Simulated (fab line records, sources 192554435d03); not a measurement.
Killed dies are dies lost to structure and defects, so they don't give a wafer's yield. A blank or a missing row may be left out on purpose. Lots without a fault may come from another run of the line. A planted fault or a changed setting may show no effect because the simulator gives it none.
fab line records | flow n5_finfet
record lots=14 wafers=40 last_day=17
route steps=1938 shown WELL_APT@55 PMOS_HMC_CHANNEL_EPI@66 FIN_SAQP@96
lots that met no fault: from a run of the same line without faults
start_h: hours from the record's first day to the start of the lot's first wafer shown | wait_h: hours since the lot's step before | " the same as in the row above | L1.1+2: a row that stands for several wafers | - no value, or no start given | * or withheld: withheld | < > ~ a bound
route shown NAME@n: a module of which the file shows steps, and the number in the route of the first | usual: mean/standard deviation of fault-free wafers | same: alike in all rows | chamber/n: place in a boat | sites: the reading at each site | _std_site: their standard deviation | _edge_site: outer sites' mean less inner sites' | radius_mm: how far each site lies from the wafer's centre | mask NAME#n: copy n | behind: the tool/chamber that last shaped the wafer | hold: why the lot was held/for how many hours/how that ended | device: the transistor (n, p or np) that didn't switch | end of line: the same wafers' tests at the end of the route | a step without rows: its recipe alone | killed: dies lost to structure and defects at the first sort, not the wafer's yield | map: a wafer's dies, x killed, . not, _ none there
set.NAME: the setting as run; set.NAME@STEP: as run at that earlier step | model.NAME: the simulator's own value behind a step, which no gauge read
steps of the route over a sample of lots; a table a step, a row a wafer
services: from which hour (start_h, from the record's first day; less than 0 if before it) a tool's chamber was out of use, for how many hours, and why
## steps
# step N5_WELL_APT_EPI_41
# recipe material=Si target_thk_a=500 temp_c=650 precursor=SiH4/H2 pressure_torr=20 time_s=297.7
# usual chamber_pressure_Torr=20.00/0.046 lamp_inner_pct=15.94/0.22 throttle_valve_pct=11.20/0.27
# columns lot.wafer tool chamber start_h wait_h chamber_pressure_Torr lamp_inner_pct throttle_valve_pct
L162.2 epi_rpcvd-03 0 16.31 0.1 20.00 16.26 10.99
L162.3 " 0 " " 20.02 16.35 10.84
L162.5 " 0 " " 19.98 16.25 10.30
L163.2 epi_rpcvd-03 0 22.42 0.1 19.88 16.36 10.50
L163.3 " 0 " " 19.98 16.35 10.70
L163.4 " 0 " " 20.05 16.26 10.91
L164.1 epi_rpcvd-02 0 28.37 0.0 20.01 15.87 11.46
L164.2 " 0 " " 20.00 15.80 11.40
L164.5 " 0 " " 20.05 15.69 11.43
L166.2 epi_rpcvd-02 0 40.22 0.1 19.98 15.77 11.33
L166.3 " 0 " " 20.01 15.92 11.33
L166.6 " 0 " " 20.02 15.73 11.30
L168.3 epi_rpcvd-02 0 52.42 0.2 20.01 15.98 11.47
L168.6 " 0 " " 19.98 15.71 11.57
L169.3 epi_rpcvd-01 0 58.20 0.3 20.03 16.18 11.09
L169.6 " 0 " " 19.99 15.97 11.06
L175.3 epi_rpcvd-02 0 94.25 0.2 20.02 15.96 11.10
L175.4 " 0 " " 19.97 15.69 11.24
L175.5 " 0 " " 20.03 15.84 11.16
L177.1 epi_rpcvd-01 0 106.35 0.0 19.99 16.01 11.26
L177.2 " 0 " " 19.96 15.90 11.13
L177.6 " 0 " " 19.97 15.95 11.04
L178.3 epi_rpcvd-03 0 112.44 0.2 20.00 16.28 10.49
L178.4 " 0 " " 20.01 16.29 10.79
L178.5 " 0 " " 19.96 16.50 10.55
L180.1 epi_rpcvd-02 0 124.31 0.0 20.01 15.82 11.31
L180.2 " 0 " " 19.97 15.82 11.58
L180.5 " 0 " " 19.99 15.70 11.41
L182.1 epi_rpcvd-03 0 135.86 0.0 19.93 16.47 10.91
L182.2 " 0 " " 19.94 16.13 10.70
L182.4 " 0 " " 19.85 16.37 10.81
L183.1 epi_rpcvd-02 0 142.34 0.0 20.01 15.80 11.33
L183.3 " 0 " " 19.98 15.79 11.10
L183.6 " 0 " " 19.96 15.80 11.27
L184.2 epi_rpcvd-01 0 147.98 0.1 20.05 16.10 11.16
L184.5 " 0 " " 20.06 15.84 11.39
L184.6 " 0 " " 20.06 15.63 11.27
L185.1 epi_rpcvd-02 0 154.41 0.0 19.96 16.14 11.50
L185.4 " 0 " " 20.00 15.83 11.58
L185.6 " 0 " " 19.95 15.97 11.12
# step N5_PMOS_HMC_CHANNEL_EPI_OVL_MEAS_10
# recipe points_per_wafer=44
# usual PMOS_HMC_BLK_OVL=0.4/0.65
# columns lot.wafer tool chamber start_h wait_h PMOS_HMC_BLK_OVL[nm]
L162.2 overlay-02 0 17.32 0.0 1.5
L162.3 " 0 " " 1.6
L162.5 " 0 " " 1.3
L163.2 overlay-01 0 23.42 0.0 1.1
L163.3 " 0 " " 0.2
L163.4 " 0 " " 0.1
L164.1 overlay-01 0 29.36 0.0 -0.3
L164.2 " 0 " " 0.3
L164.5 " 0 " " 0.0
L166.2 overlay-01 0 41.23 0.0 1.1
L166.3 " 0 " " 0.6
L166.6 " 0 " " 0.9
L168.3 overlay-01 0 53.33 0.0 0.4
L168.6 " 0 " " 1.6
L169.3 overlay-02 0 59.12 0.0 0.4
L169.6 " 0 " " 1.2
L175.3 overlay-02 0 95.17 0.0 0.5
L175.4 " 0 " " 0.1
L175.5 " 0 " " 0.0
L177.1 overlay-01 0 107.46 0.0 0.4
L177.2 " 0 " " 0.2
L177.6 " 0 " " 0.8
L178.3 overlay-01 0 113.35 0.0 1.6
L178.4 " 0 " " 1.2
L178.5 " 0 " " 1.6
L180.1 overlay-02 0 125.29 0.0 -0.2
L180.2 " 0 " " 1.6
L180.5 " 0 " " 0.9
L182.1 overlay-01 0 136.97 0.0 1.0
L182.2 " 0 " " 0.6
L182.4 " 0 " " 0.1
L183.1 overlay-01 0 143.32 0.0 0.4
L183.3 " 0 " " 0.2
L183.6 " 0 " " 0.2
L184.2 overlay-01 0 148.99 0.0 -0.3
L184.5 " 0 " " 1.9
L184.6 " 0 " " 0.7
L185.1 overlay-01 0 155.53 0.0 -0.8
L185.4 " 0 " " -0.4
L185.6 " 0 " " -0.8
# step N5_FIN_SAQP_HM_DEP_03
# recipe material=SiNx target_thk_a=380 temp_c=400 precursor=SiH4/NH3/N2 pressure_torr=1.5 rf_w=300 time_s=33.6
# usual chamber_pressure_Torr=1.500/0.0033 heater_power_w=745/73 showerhead_plenum_p_Torr=5.14/0.075 throttle_valve_pct=40.1/1.5
# columns lot.wafer tool chamber start_h wait_h chamber_pressure_Torr heater_power_w showerhead_plenum_p_Torr since_wet_clean_h throttle_valve_pct
L162.2 pecvd-02 2 21.36 0.2 1.498 838 5.24 1994 40.8
L162.3 " 0 " " 1.500 709 5.26 544 37.3
L162.5 " 1 " " 1.497 699 5.09 - 42.5
L163.2 pecvd-02 0 26.88 0.2 1.502 759 5.24 550 37.5
L163.3 " 1 " " 1.499 686 5.09 1275 42.1
L163.4 " 1 " " 1.496 680 5.10 - 42.7
L164.1 pecvd-04 0 33.11 0.2 1.502 730 5.06 918 40.6
L164.2 " 2 " " 1.499 666 5.06 164 40.6
L164.5 " 0 " " 1.498 745 5.05 - 40.8
L166.2 pecvd-04 2 45.09 0.2 1.502 728 5.07 176 40.6
L166.3 " 1 " " 1.506 653 5.25 1655 39.3
L166.6 " 1 " " 1.498 656 5.23 - 39.5
L168.3 pecvd-04 0 57.12 0.1 1.495 625 5.04 942 40.4
L168.6 " 1 " " 1.501 624 5.24 - 39.5
L169.3 pecvd-04 0 63.38 0.1 1.498 741 5.05 949 40.6
L169.6 " 0 " " 1.502 760 5.03 - 40.8
L175.3 pecvd-02 2 102.14 0.2 1.498 743 5.25 - 40.8
L175.4 " 0 " " 1.498 820 5.24 - 37.7
L175.5 " 2 " " 1.501 735 5.23 - 40.7
L177.1 pecvd-02 0 110.79 0.2 1.501 825 5.23 633 37.8
L177.2 " 2 " " 1.500 833 5.24 2083 40.8
L177.6 " 0 " " 1.499 815 5.27 - 37.6
L178.3 pecvd-01 1 117.73 0.1 1.504 774 5.12 1909 38.8
L178.4 " 0 " " 1.499 755 5.09 - 42.3
L178.5 " 1 " " 1.501 789 5.11 - 39.1
L180.1 pecvd-01 1 128.76 0.2 1.505 823 5.12 1920 38.8
L180.2 " 0 " " 1.502 720 5.10 1195 42.3
L180.5 " 2 " " 1.505 659 5.16 - 39.4
L182.1 pecvd-01 0 140.64 0.2 1.502 747 5.09 1207 42.4
L182.2 " 1 " " 1.502 829 5.12 1932 39.0
L182.4 " 2 " " 1.496 784 5.15 - 39.4
L183.1 pecvd-02 2 146.79 0.2 1.503 819 5.24 2119 40.8
L183.3 " 0 " " 1.497 746 5.25 669 37.7
L183.6 " 2 " " 1.502 828 5.25 - 40.5
L184.2 pecvd-01 1 152.61 0.2 1.497 823 5.11 1944 38.8
L184.5 " 0 " " 1.498 856 5.09 - 42.1
L184.6 " 2 " " 1.507 807 5.16 - 39.6
L185.1 pecvd-01 2 159.72 0.2 1.495 710 5.16 472 39.9
L185.4 " 0 " " 1.501 676 5.11 - 41.8
L185.6 " 2 " " 1.495 709 5.17 - 39.5
# step N5_FIN_SAQP_THK_MEAS_05
# usual thk_nm=37.9/0.49
# columns lot.wafer tool chamber start_h wait_h thk_nm
L162.2 film_metro-01 - 21.45 0.1 37.5
L162.3 " - " " 37.6
L162.5 " - " " 37.8
L163.2 film_metro-02 - 26.97 0.1 37.9
L163.3 " - " " 37.8
L163.4 " - " " 38.0
L164.1 film_metro-01 - 33.20 0.1 36.9
L164.2 " - " " 37.6
L164.5 " - " " 37.9
L166.2 film_metro-01 - 45.17 0.1 37.7
L166.3 " - " " 37.3
L166.6 " - " " 37.9
L168.3 film_metro-01 - 57.21 0.1 32.9
L168.6 " - " " 37.7
L169.3 film_metro-01 - 63.47 0.1 33.3
L169.6 " - " " 38.1
L175.3 film_metro-02 - 102.23 0.1 38.4
L175.4 " - " " 38.9
L175.5 " - " " 38.1
L177.1 film_metro-02 - 110.90 0.1 38.2
L177.2 " - " " 37.6
L177.6 " - " " 38.4
L178.3 film_metro-01 - 117.82 0.1 38.3
L178.4 " - " " 38.6
L178.5 " - " " 38.7
L180.1 film_metro-02 - 128.87 0.1 38.6
L180.2 " - " " 38.2
L180.5 " - " " 38.6
L182.1 film_metro-02 - 140.73 0.1 37.4
L182.2 " - " " 37.9
L182.4 " - " " 37.6
L183.1 film_metro-01 - 146.88 0.1 37.4
L183.3 " - " " 37.8
L183.6 " - " " 37.7
L184.2 film_metro-02 - 152.69 0.1 37.7
L184.5 " - " " 38.2
L184.6 " - " " 37.7
L185.1 film_metro-01 - 159.81 0.1 37.1
L185.4 " - " " 38.4
L185.6 " - " " 37.6
# step N5_FIN_SAQP_HM_DEP_72
# recipe material=SiO2 target_thk_a=120 temp_c=400 precursor=SiH4/N2O pressure_torr=0.75 rf_w=275 time_s=7.2
# usual chamber_pressure_Torr=0.7500/0.0017 heater_power_w=754/67 showerhead_plenum_p_Torr=8.20/0.16
# columns lot.wafer tool chamber start_h wait_h chamber_pressure_Torr heater_power_w showerhead_plenum_p_Torr since_wet_clean_h
L162.2 pecvd-01 1 21.69 0.0 0.7494 777 8.14 1813
L162.3 " 2 " " 0.7511 764 8.19 334
L162.5 " 2 " " 0.7511 766 8.21 -
L163.2 pecvd-02 1 27.21 0.0 0.7522 723 8.06 1275
L163.3 " 0 " " 0.7461 803 8.36 550
L163.4 " 1 " " 0.7523 724 8.05 -
L164.1 pecvd-02 1 33.44 0.0 0.7523 779 8.06 1281
L164.2 " 2 " " 0.7522 739 8.36 2006
L164.5 " 0 " " 0.7486 705 8.36 -
L166.2 pecvd-02 0 45.42 0.0 0.7513 713 8.36 568
L166.3 " 2 " " 0.7487 863 8.35 2018
L166.6 " 1 " " 0.7476 756 8.08 -
L168.3 pecvd-02 0 57.48 0.1 0.7497 742 8.34 -
L168.6 " 1 " " 0.7478 689 8.04 -
L169.3 pecvd-02 1 63.71 0.0 0.7520 768 8.06 1311
L169.6 " 2 " " 0.7523 752 8.33 -
L175.3 pecvd-02 2 102.56 0.1 0.7514 803 8.35 -
L175.4 " 0 " " 0.7511 698 8.38 -
L175.5 " 2 " " 0.7498 834 8.33 -
L177.1 pecvd-02 2 111.15 0.0 0.7497 787 8.37 2084
L177.2 " 0 " " 0.7500 835 8.35 634
L177.6 " 0 " " 0.7483 842 8.35 -
L178.3 pecvd-04 2 118.13 0.0 0.7502 663 7.98 249
L178.4 " 2 " " 0.7500 664 7.96 -
L178.5 " 1 " " 0.7515 679 8.38 -
L180.1 pecvd-02 2 129.11 0.0 0.7505 839 8.36 2102
L180.2 " 0 " " 0.7519 793 8.37 652
L180.5 " 2 " " 0.7488 841 8.32 -
L182.1 pecvd-04 2 140.97 0.0 0.7485 644 8.01 272
L182.2 " 1 " " 0.7556 678 8.36 1751
L182.4 " 2 " " 0.7496 628 7.99 -
L183.1 pecvd-04 0 147.12 0.0 0.7482 752 7.94 1032
L183.3 " 1 " " 0.7491 602 8.37 1757
L183.6 " 2 " " 0.7508 718 8.01 -
L184.2 pecvd-02 2 152.94 0.0 0.7479 783 8.35 2126
L184.5 " 1 " " 0.7507 757 8.04 -
L184.6 " 2 " " 0.7488 780 8.33 -
L185.1 pecvd-04 1 160.05 0.0 0.7511 609 8.35 1770
L185.4 " 0 " " 0.7475 695 7.97 -
L185.6 " 2 " " 0.7496 669 7.99 -
# step N5_FIN_SAQP_HM_OPEN_33
# recipe chemistry=CH3F/O2 target=SiNx mask_material=SiO2 target_depth_a=494 time_s=70.6 pressure_mtorr=30 source_w=395 bias_w=73 Ar_flow_sccm=150 CH3F_flow_sccm=30 O2_flow_sccm=20 ion_energy_ev=120 ends=cleared
# usual drypump_motor_current_A=5.7/0.32 etch_rf_on_time_s=69.2/1.2 oes_product_au=0.65/0.049 rf_vpp_V=296/5.8 showerhead_plenum_p_Torr=2.00/0.069 throttle_valve_pct=16.37/0.22
# columns lot.wafer tool chamber start_h wait_h drypump_motor_current_A etch_rf_on_time_s oes_product_au rf_hours_counter_h rf_vpp_V showerhead_plenum_p_Torr throttle_valve_pct
L162.2 rie_diel-02 3 26.05 0.0 5.6 67.2 0.67 153 295 2.00 16.70
L162.3 " 2 " " 5.4 67.0 0.64 173 299 1.99 16.26
L162.5 " 2 " " 5.5 67.5 0.65 - 298 1.99 16.26
L163.2 rie_diel-02 1 31.62 0.0 5.8 69.4 0.65 164 303 2.07 16.46
L163.3 " 3 " " 5.6 68.0 0.66 155 295 1.99 16.70
L163.4 " 2 " " 5.4 68.8 0.65 176 300 1.99 16.25
L164.1 rie_diel-03 2 37.69 0.0 6.1 67.3 0.63 173 290 1.99 16.18
L164.2 " 1 " " 5.3 67.9 0.63 141 288 2.08 16.23
L164.5 " 0 " " 5.6 68.7 0.69 - 295 1.93 16.27
L166.2 rie_diel-03 1 49.58 0.0 5.3 68.0 0.63 146 288 2.07 16.24
L166.3 " 0 " " 5.5 68.3 0.69 104 295 1.93 16.27
L166.6 " 1 " " 5.3 68.4 0.63 - 287 2.07 16.26
L168.3 rie_diel-03 1 61.86 0.1 5.3 59.2 0.63 151 288 2.07 16.27
L168.6 " 2 " " 6.1 69.2 0.62 - 291 1.99 16.18
L169.3 rie_diel-03 2 68.60 0.0 6.1 61.1 0.63 185 292 1.99 16.17
L169.6 " 2 " " 6.1 70.4 0.62 - 292 1.99 16.20
L175.3 rie_diel-06 3 107.92 0.2 5.2 69.5 0.64 150 292 1.91 16.07
L175.4 " 1 " " 5.4 71.3 0.64 177 309 2.00 16.64
L175.5 " 2 " " 6.2 68.9 0.61 - 291 1.90 16.65
L177.1 rie_diel-06 0 116.63 0.0 5.8 71.2 0.64 153 295 2.08 16.43
L177.2 " 1 " " 5.4 69.0 0.64 179 309 2.00 16.64
L177.6 " 3 " " 5.3 70.2 0.64 - 291 1.91 16.06
L178.3 rie_diel-03 3 122.71 0.0 5.9 70.4 0.76 33 299 2.11 16.08
L178.4 " 0 " " 5.6 69.8 0.67 130 294 1.92 16.33
L178.5 " 2 " " 6.1 71.2 0.62 - 291 1.98 16.21
L180.1 rie_diel-03 0 133.24 0.1 5.5 69.0 0.68 132 296 1.92 16.33
L180.2 " 1 " " 5.3 68.7 0.62 173 289 2.07 16.31
L180.5 " 2 " " 6.1 71.7 0.61 - 292 1.98 16.21
L182.1 rie_diel-06 3 145.20 0.0 5.2 67.8 0.64 155 293 1.91 16.10
L182.2 " 0 " " 5.8 69.7 0.64 165 294 2.08 16.45
L182.4 " 2 " " 6.3 68.2 0.60 244 290 1.90 16.69
L183.1 rie_diel-03 3 151.64 0.0 5.9 69.5 0.73 42 301 2.11 16.10
L183.3 " 0 " " 5.6 69.5 0.67 139 294 1.92 16.34
L183.6 " 0 " " 5.5 69.4 0.66 - 295 1.92 16.33
L184.2 rie_diel-02 2 157.16 0.1 5.4 68.2 0.61 216 299 1.98 16.34
L184.5 " 1 " " 5.8 70.6 0.62 - 302 2.06 16.53
L184.6 " 2 " " 5.4 68.1 0.62 - 301 1.98 16.33
L185.1 rie_diel-02 2 164.45 0.2 5.4 67.3 0.62 219 299 1.98 16.34
L185.4 " 2 " " 5.4 69.1 0.62 - 299 1.98 16.34
L185.6 " 1 " " 5.9 68.7 0.62 - 301 2.06 16.53
## services
# columns tool chamber start_h hours kind
rie_diel-03 3 7.82 - clean
rie_diel-03 3 7.82 - consumable_replace:focus_ring
rie_diel-03 3 7.82 - consumable_replace:showerhead
rie_diel-03 3 7.82 21.3 scheduled_down
rie_diel-03 3 7.82 21.3 vent_cycle
epi_rpcvd-01 - 17.31 2.0 repair
epi_rpcvd-03 - 25.23 1.1 repair
pecvd-01 1 36.20 5.5 scheduled_down
pecvd-01 1 42.95 - calibration
pecvd-02 2 46.63 15.7 repair
pecvd-01 0 47.89 7.9 repair
pecvd-01 2 48.73 13.4 repair
rie_diel-02 - 58.78 1.6 repair
pecvd-01 0 58.84 2.1 scheduled_down
pecvd-02 2 66.99 2.1 scheduled_down
rie_diel-02 2 69.19 10.5 repair
epi_rpcvd-03 - 80.95 0.7 repair
pecvd-02 - 101.13 0.5 repair
pecvd-02 - 103.94 2.8 pm
epi_rpcvd-03 - 113.23 0.5 repair
rie_diel-06 3 119.33 22.6 repair
pecvd-04 0 137.13 5.5 scheduled_down
rie_diel-02 1 146.47 3.9 repair
## key
first_sign step=N5_FIN_SAQP_THK_MEAS_05 reading=thk_nm direction=down sigmas=9.7 usual=* struck=*
effect step=N5_FIN_SAQP_HM_OPEN_33 reading=etch_rf_on_time_s direction=down sigmas=7.2 usual=* struck=*
met_at N5_FIN_SAQP_HM_DEP_03
struck_lots L168,L169
struck_wafers L168.3,L169.3
sort_left_out L168.3,L169.3
tester_left_out L168,L169
not_acting_at N5_WELL_APT_EPI_41,N5_PMOS_HMC_CHANNEL_EPI_OVL_MEAS_10,N5_FIN_SAQP_HM_DEP_72
onset_between 45.09 57.12
fault kind=process_parameter_drift tool=pecvd-04 chamber=- onset_h=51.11 steps=N5_FIN_SAQP_HM_DEP_03 channel=time_s offset=* shape=step end_h=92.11 scope=struck_wafers_only acts_in=* stated=*
# tester_left_out: of these lots the tester's yield and bins aren't shown, on N5 and GAA mostly nor the transistor test; their killed dies are dies lost to structure and defects alone, not to doping, threshold or leakage, so they don't give the yield
# sort_left_out: the simulated sort isn't trusted on such a fault, so these wafers' sort isn't shown, and their yield isn't known
